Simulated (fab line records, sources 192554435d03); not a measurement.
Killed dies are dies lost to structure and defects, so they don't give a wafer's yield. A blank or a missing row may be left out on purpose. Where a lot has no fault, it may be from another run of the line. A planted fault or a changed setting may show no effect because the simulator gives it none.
Chamber matching | flow n5-finfet | N5_BEOL_M6_CURE_74 on uv-cure-03: 3 sister chambers
The step cures SiCOH lowk, time 240 s. 3 wafers are shown with their chamber, then 9 later ones without.

== WAFERS WITH THEIR CHAMBER ==
wafer  | chamber | wafer_temp_C_max
L074.4 | 2       | 390.0
L084.5 | 0       | 386.9
L090.6 | 1       | 388.0

== WAFERS WHOSE CHAMBER IS MISSING ==
wafer  | wafer_temp_C_max
L091.1 | 388.1
L091.3 | 388.8
L091.4 | 388.3
L093.1 | 387.2
L093.5 | 387.8
L093.6 | 388.4
L095.1 | 389.0
L095.2 | 389.0
L095.4 | 388.1

== CHAMBER TAKEN BY EACH ==
wafer  | from the rows above          | in truth
L091.1 | can't be placed: 1 or 0      | 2
L091.3 | can't be placed: 1 or 2 or 0 | 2
L091.4 | can't be placed: 1 or 0      | 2
L093.1 | can't be placed: 0 or 1      | 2
L093.5 | can't be placed: 1 or 0      | 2
L093.6 | can't be placed: 1 or 0      | 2
L095.1 | can't be placed: 1 or 2 or 0 | 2
L095.2 | can't be placed: 1 or 2 or 0 | 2
L095.4 | can't be placed: 1 or 0      | 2
0 of 9 placed correctly. Cannot be placed on the basis of these rows: 9; the candidates contain the true chamber in 3. Placed wrongly: 0.
How it was worked out, from the rows above alone: a wafer's distance from a chamber is the root of the sum, over the readings, of the square of ((its reading less the chamber's mean) divided by the reading's scatter). If the next closest chamber is less than 2 further off than the closest, the wafer can't be placed; otherwise it belongs to the closest. For every chamber, the mean is computed from those of its wafers that are shown. The scatter (one wafer shown for each chamber): square how far every hidden wafer sits from the nearest shown wafer, average those squares and take the square root.
